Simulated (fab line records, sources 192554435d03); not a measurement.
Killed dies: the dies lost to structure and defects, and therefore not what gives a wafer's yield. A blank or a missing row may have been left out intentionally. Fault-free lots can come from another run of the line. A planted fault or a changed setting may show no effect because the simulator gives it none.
Which tool is to blame?	flow n5 finfet	63 wafers from 21 lots sampled at 6 of the route's 1938 steps

== WHAT THE GAUGES READ, wafer by wafer ==
The record lacks any reading of a measuring or inspecting step that a usual standard deviation could be used to judge.

== EACH LOT AND THE TOOL THAT RAN IT (in order: tool; ch and the chambers of the sampled wafers; start) ==
lot	N5_FIN_CUT_ETCH_30	N5_FIN_CUT_ETCH_21	N5_FIN_CUT_CUT_ETCH_15	N5_STI_FIN_REVEAL_ALD_14	N5_STI_FIN_REVEAL_CMP_04	N5_DUMMY_GATE_ETCH_29
L074	rie diel-01 ch 0,2,3, day 2 02:32	rie diel-01 ch 0,2,3, day 2 02:35	rie si-03 ch 1,3, day 2 03:07	ald sin-01 ch 0,2,3, day 2 03:29	cmp-03 ch 0,1, day 2 08:32	rie diel-04 ch 0,1,2, day 2 21:01
L075	rie diel-06 ch 0,1,2, day 2 08:46	rie diel-06 ch 0,1,2, day 2 08:49	rie si-02 ch 0,1, day 2 09:22	ald sin-03 ch 0,2, day 2 09:45	cmp-04 ch 1,2,3, day 2 14:47	rie diel-04 ch 0,1,3, day 3 03:31
L076	rie diel-01 ch 0,2,3, day 2 16:50	rie diel-01 ch 0,2,3, day 2 16:54	rie si-03 ch 0,1,2, day 2 17:31	ald sin-01 ch 0,1,3, day 2 17:52	cmp-04 ch 1,2,3, day 2 23:38	rie diel-04 ch 0,1, day 3 11:59
L077	rie diel-06 ch 1,2,3, day 2 21:45	rie diel-06 ch 1,2,3, day 2 21:49	rie si-03 ch 0,1, day 2 22:22	ald sin-01 ch 0,2,3, day 2 22:54	cmp-03 ch 1,2,3, day 3 04:32	rie diel-01 ch 0,3, day 3 17:26
L078	rie diel-04 ch 1,2,3, day 3 04:31	rie diel-04 ch 1,2,3, day 3 04:34	rie si-03 ch 1,2,3, day 3 05:06	ald sin-02 ch 0,2,3, day 3 05:34	cmp-03 ch 1,2,3, day 3 11:17	rie diel-06 ch 2,3, day 4 00:11
L079	rie diel-01 ch 0,1,3, day 3 10:53	rie diel-01 ch 0,1,3, day 3 10:57	rie si-02 ch 0,1,3, day 3 11:29	ald sin-02 ch 0,1,3, day 3 11:55	cmp-01 ch 0,1,2, day 3 17:33	rie diel-04 ch 0,1,2, day 4 06:05
L080	rie diel-01 ch 2,3, day 3 15:25	rie diel-01 ch 2,3, day 3 15:28	rie si-03 ch 1,2,3, day 3 16:01	ald sin-02 ch 1,2, day 3 16:23	cmp-01 ch 0,3, day 3 21:26	rie diel-06 ch 2,3, day 4 09:52
L081	rie diel-04 ch 0,2,3, day 3 20:47	rie diel-04 ch 0,2,3, day 3 20:51	rie si-03 ch 2,3, day 3 21:23	ald sin-01 ch 0,1,3, day 3 21:49	cmp-03 ch 1,2, day 4 03:02	rie diel-04 ch 0,1,3, day 4 15:53
L082	rie diel-04 ch 1,2, day 4 02:32	rie diel-04 ch 1,2, day 4 02:35	rie si-03 ch 0,1,2, day 4 03:08	ald sin-01 ch 0,2,3, day 4 03:30	cmp-01 ch 0,1,2, day 4 08:32	rie diel-04 ch 0,1,3, day 4 21:28
L083	rie diel-04 ch 0,1, day 4 08:00	rie diel-04 ch 0,1, day 4 08:03	rie si-02 ch 2,3, day 4 08:35	ald sin-02 ch 1,2,3, day 4 09:07	cmp-01 ch 1,2,3, day 4 14:09	rie diel-04 ch 0,1,2, day 5 04:25
L084	rie diel-06 ch 2,3, day 4 14:40	rie diel-06 ch 2,3, day 4 14:44	rie si-01 ch 0,2, day 4 15:16	ald sin-02 ch 0,1,3, day 4 15:43	cmp-04 ch 0,1,2, day 4 20:50	rie diel-04 ch 0,1, day 5 09:28
L085	rie diel-01 ch 0,1, day 5 01:38	rie diel-01 ch 0,1, day 5 01:41	rie si-02 ch 2,3, day 5 02:14	ald sin-03 ch 0,2,3, day 5 04:25	cmp-04 ch 1,2, day 5 09:31	rie diel-01 ch 0,1,3, day 5 22:02
L086	rie diel-01 ch 1,2,3, day 5 04:24	rie diel-01 ch 1,2,3, day 5 04:28	rie si-02 ch 1,2,3, day 5 04:59	ald sin-03 ch 0,2,3, day 5 05:37	cmp-04 ch 1,2,3, day 5 10:39	rie diel-01 ch 0,2,3, day 6 03:17
L089	rie diel-04 ch 1,2, day 5 23:32	rie diel-04 ch 1,2, day 5 23:36	rie si-02 ch 0,1,3, day 6 00:08	ald sin-03 ch 1,2,3, day 6 00:46	cmp-01 ch 0,1,3, day 6 05:51	rie diel-06 ch 0,1, day 6 18:28
L091	rie diel-04 ch 1,2, day 6 08:56	rie diel-04 ch 1,2, day 6 08:59	rie si-02 ch 1,2,3, day 6 09:31	ald sin-01 ch 0,1, day 6 10:11	cmp-01 ch 0,3, day 6 15:16	rie diel-06 ch 0,1, day 7 07:15
L092	rie diel-04 ch 2,3, day 6 14:53	rie diel-04 ch 2,3, day 6 14:56	rie si-01 ch 0,1,3, day 6 15:29	ald sin-02 ch 0,1,3, day 6 15:53	cmp-03 ch 1,2,3, day 6 21:01	rie diel-04 ch 1,2, day 7 09:35
L093	rie diel-04 ch 0,3, day 6 21:52	rie diel-04 ch 0,3, day 6 21:55	rie si-01 ch 0,1, day 6 22:28	ald sin-02 ch 0,1,2, day 6 22:49	cmp-03 ch 1,3, day 7 03:54	rie diel-04 ch 2,3, day 7 18:43
L094	rie diel-01 ch 0,1,2, day 7 03:37	rie diel-01 ch 0,1,2, day 7 03:41	rie si-03 ch 0,1,2, day 7 04:13	ald sin-03 ch 1,2, day 7 04:58	cmp-01 ch 1,2, day 7 10:03	rie diel-01 ch 0,1, day 7 22:47
L095	rie diel-01 ch 0,1,2, day 7 09:24	rie diel-01 ch 0,1,2, day 7 09:28	rie si-01 ch 0,2,3, day 7 10:00	ald sin-03 ch 0,1,3, day 7 10:23	cmp-03 ch 0,1, day 7 15:26	rie diel-04 ch 0,1, day 8 03:40
L096	rie diel-01 ch 0,2, day 7 15:34	rie diel-01 ch 0,2, day 7 15:37	rie si-01 ch 1,2,3, day 7 16:10	ald sin-01 ch 0,1,3, day 7 16:32	cmp-03 ch 1,2,3, day 7 21:35	rie diel-01 ch 1,2,3, day 8 10:10
L097	rie diel-04 ch 0,1,2, day 7 20:42	rie diel-04 ch 0,1,2, day 7 20:46	rie si-02 ch 0,2, day 7 21:18	ald sin-02 ch 1,2, day 7 21:40	cmp-01 ch 0,2,3, day 8 02:45	rie diel-06 ch 0,2, day 8 16:58
- N5_FIN_CUT_ETCH_30: etches underlayer in N2/H2, target depth 13 nm, time 10.4 s.
- N5_FIN_CUT_ETCH_21: etches SOC in N2/H2, target depth 219 nm, overetch 43.8 nm, time 523.5 s.
- N5_FIN_CUT_CUT_ETCH_15: etches Si in HBr/Cl2/O2, target depth 100 nm, bt time 10 s, time 42.4 s.
- N5_STI_FIN_REVEAL_ALD_14: deposits Si3N4, target thk 3 nm.
- N5_STI_FIN_REVEAL_CMP_04: polishes, stops on Si3N4, t overpolish 4 s, target thk 131.83 nm.
- N5_DUMMY_GATE_ETCH_29: etches underlayer in N2/H2, target depth 13 nm.

== AS READ BY THE TOOLS THEMSELVES (means over the sampled wafers that have a number; for cases with no such wafer, the mark the record gives instead) ==
N5_FIN_CUT_ETCH_30.
lot	tool	bias w (W)	drypump motor current A (A)	etch rf on time s (s)	oes product au (a.u.)	rf vpp V (V)	showerhead plenum p Torr (Torr)	throttle valve pct (%)
L074	rie diel-01	150.0	5.2	10.31	0.70	523.7	2.52	17.72
L075	rie diel-06	150.5	5.9	10.29	0.62	524.5	2.59	18.04
L076	rie diel-01	149.7	5.2	10.32	0.69	523.0	2.52	17.72
L077	rie diel-06	150.3	5.5	10.50	0.64	524.0	2.53	18.08
L078	rie diel-04	149.8	6.0	10.37	0.65	524.6	2.58	17.95
L079	rie diel-01	149.5	5.8	10.44	0.71	524.8	2.57	17.70
L080	rie diel-01	149.9	5.2	10.30	0.63	523.4	2.49	17.78
L081	rie diel-04	150.4	5.8	10.54	0.62	522.8	2.49	17.99
L082	rie diel-04	149.6	6.0	10.28	0.69	525.8	2.60	17.92
L083	rie diel-04	149.8	5.7	10.41	0.65	524.1	2.58	17.90
L084	rie diel-06	150.3	5.6	10.56	0.62	522.2	2.49	18.23
L085	rie diel-01	150.0	6.3	10.30	0.74	525.2	2.59	17.70
L086	rie diel-01	149.9	5.7	10.36	0.67	523.4	2.51	17.78
L089	rie diel-04	150.0	6.1	10.39	0.68	523.6	2.52	18.00
L091	rie diel-04	150.0	6.1	10.40	0.66	523.2	2.52	18.00
L092	rie diel-04	150.0	6.0	10.49	0.75	524.4	2.54	17.76
L093	rie diel-04	150.0	5.7	10.29	0.81	526.0	2.63	17.60
L094	rie diel-01	149.8	5.7	10.27	0.70	523.4	2.54	17.76
L095	rie diel-01	149.9	5.7	10.31	0.70	523.6	2.54	17.77
L096	rie diel-01	150.2	5.3	10.42	0.70	523.2	2.54	17.75
L097	rie diel-04	149.8	5.8	10.34	0.71	525.5	2.61	17.86

N5_FIN_CUT_ETCH_21.
lot	tool	bias w (W)	drypump motor current A (A)	oes product au (a.u.)	rf vpp V (V)	showerhead plenum p Torr (Torr)	throttle valve pct (%)
L074	rie diel-01	60.84	5.3	0.75	240.4	2.53	17.68
L075	rie diel-06	60.88	5.9	0.67	240.7	2.59	17.98
L076	rie diel-01	60.80	5.2	0.74	240.5	2.52	17.68
L077	rie diel-06	61.00	5.6	0.68	240.8	2.53	18.03
L078	rie diel-04	60.84	6.0	0.70	241.8	2.58	17.90
L079	rie diel-01	60.88	5.9	0.76	241.7	2.57	17.65
L080	rie diel-01	60.93	5.3	0.68	239.8	2.49	17.73
L081	rie diel-04	60.95	5.8	0.67	238.6	2.49	17.95
L082	rie diel-04	61.30	6.0	0.73	241.9	2.60	17.88
L083	rie diel-04	60.80	5.7	0.69	241.2	2.58	17.86
L084	rie diel-06	61.10	5.6	0.67	240.0	2.49	18.18
L085	rie diel-01	61.03	6.3	0.80	241.5	2.59	17.66
L086	rie diel-01	60.96	5.7	0.72	240.5	2.51	17.74
L089	rie diel-04	61.12	6.1	0.72	240.4	2.52	17.95
L091	rie diel-04	61.05	6.1	0.72	240.2	2.52	17.96
L092	rie diel-04	60.96	6.0	0.80	241.8	2.54	17.72
L093	rie diel-04	60.91	5.7	0.87	241.7	2.63	17.57
L094	rie diel-01	61.07	5.7	0.76	240.4	2.54	17.71
L095	rie diel-01	61.05	5.7	0.76	240.7	2.54	17.72
L096	rie diel-01	61.06	5.2	0.75	240.6	2.54	17.69
L097	rie diel-04	60.94	5.8	0.77	241.5	2.61	17.82

N5_FIN_CUT_CUT_ETCH_15.
lot	tool	drypump motor current A (A)	oes product au (a.u.)	throttle valve pct (%)
L074	rie si-03	5.7	0.987	36.80
L075	rie si-02	5.7	0.996	37.07
L076	rie si-03	6.0	0.992	36.97
L077	rie si-03	6.1	0.997	36.94
L078	rie si-03	5.8	0.980	36.90
L079	rie si-02	6.0	1.008	37.27
L080	rie si-03	5.9	0.983	36.89
L081	rie si-03	5.7	0.990	36.98
L082	rie si-03	6.1	0.995	36.96
L083	rie si-02	6.5	1.001	37.47
L084	rie si-01	6.2	1.002	37.13
L085	rie si-02	6.6	1.001	37.26
L086	rie si-02	6.2	0.997	37.24
L089	rie si-02	6.0	1.001	37.28
L091	rie si-02	6.2	0.997	37.26
L092	rie si-01	6.0	0.992	37.23
L093	rie si-01	5.9	0.987	37.23
L094	rie si-03	6.1	0.992	36.96
L095	rie si-01	6.2	1.001	37.25
L096	rie si-01	6.1	1.003	37.11
L097	rie si-02	6.2	1.004	37.12

N5_STI_FIN_REVEAL_ALD_14.
lot	tool	heater power w (W)
L074	ald sin-01	858
L075	ald sin-03	765
L076	ald sin-01	925
L077	ald sin-01	863
L078	ald sin-02	848
L079	ald sin-02	787
L080	ald sin-02	891
L081	ald sin-01	920
L082	ald sin-01	864
L083	ald sin-02	820
L084	ald sin-02	777
L085	ald sin-03	837
L086	ald sin-03	851
L089	ald sin-03	840
L091	ald sin-01	935
L092	ald sin-02	791
L093	ald sin-02	849
L094	ald sin-03	835
L095	ald sin-03	900
L096	ald sin-01	915
L097	ald sin-02	826

N5_STI_FIN_REVEAL_CMP_04.
lot	tool	motor current A (A)	overpolish run s (s)	time to endpoint s (s)
L074	cmp-03	7.4	4.001	106
L075	cmp-04	7.6	3.998	100
L076	cmp-04	8.2	3.996	101
L077	cmp-03	8.2	3.994	105
L078	cmp-03	8.2	3.998	105
L079	cmp-01	8.1	3.996	104
L080	cmp-01	8.5	3.993	104
L081	cmp-03	7.7	3.994	109
L082	cmp-01	8.2	3.998	101
L083	cmp-01	8.3	3.999	99
L084	cmp-04	7.8	3.995	101
L085	cmp-04	7.6	4.002	99
L086	cmp-04	8.0	4.000	100
L089	cmp-01	8.7	4.000	109
L091	cmp-01	8.1	3.998	108
L092	cmp-03	8.0	4.005	113
L093	cmp-03	7.4	3.999	113
L094	cmp-01	8.0	3.998	103
L095	cmp-03	7.9	3.999	113
L096	cmp-03	7.9	3.995	114
L097	cmp-01	8.3	4.007	108

N5_DUMMY_GATE_ETCH_29.
lot	tool	bias w (W)	drypump motor current A (A)	oes product au (a.u.)	rf vpp V (V)	showerhead plenum p Torr (Torr)	throttle valve pct (%)
L074	rie diel-04	150.2	5.8	0.77	523.3	2.52	17.97
L075	rie diel-04	150.2	5.7	0.73	524.5	2.56	17.97
L076	rie diel-04	149.4	5.6	0.74	523.2	2.50	17.98
L077	rie diel-01	150.1	5.4	0.76	524.1	2.53	17.76
L078	rie diel-06	150.0	5.6	0.73	522.3	2.49	18.24
L079	rie diel-04	150.0	5.9	0.77	523.1	2.51	17.98
L080	rie diel-06	149.5	6.1	0.71	524.4	2.55	18.29
L081	rie diel-04	150.0	5.7	0.82	524.5	2.56	17.86
L082	rie diel-04	149.7	5.7	0.83	524.1	2.56	17.86
L083	rie diel-04	150.0	5.8	0.77	522.9	2.51	18.02
L084	rie diel-04	150.1	5.6	0.72	521.9	2.49	18.00
L085	rie diel-01	149.8	5.9	0.81	524.0	2.56	17.78
L086	rie diel-01	149.7	5.3	0.78	522.5	2.51	17.80
L089	rie diel-06	149.9	5.9	0.88	524.8	2.58	17.74
L091	rie diel-06	149.9	5.8	0.87	525.6	2.58	17.76
L092	rie diel-04	150.0	6.0	0.77	525.2	2.59	18.00
L093	rie diel-04	149.8	6.1	0.82	523.3	2.50	17.96
L094	rie diel-01	150.0	5.9	0.83	525.3	2.58	17.76
L095	rie diel-04	149.5	5.5	0.89	527.4	2.69	17.73
L096	rie diel-01	149.6	5.6	0.85	523.1	2.50	17.72
L097	rie diel-06	149.5	6.3	0.93	526.0	2.60	17.76

== THE ANSWER, worked out from the rows above alone ==
Rule: the usual values come from the lots themselves. The widest of any qualifying gaps counts: lots, ordered by their means at a reading, are off when they make up no more than a third of the lots, leave a main group of 4 or more, and stand apart from it by 3 or more times the standard deviation of that group's means. A main group is skipped when, at the precision printed for the reading in the tables above, its means are all equal. A lot without any number at a reading at which 4 lots or more have one is off too. All remaining lots with rows at the step are treated as sound. Order of review: gauges by route order, followed by the tools' own readings, for which a lot's mean as printed above is used. At the first step where some lot is off, the reading lying furthest off is the one used; lots without a number count as furthest.
Across all readings shown, no lot is off: no conclusion can be drawn from this.

== WHAT HAD BEEN PUT IN BY THE SIMULATOR ==
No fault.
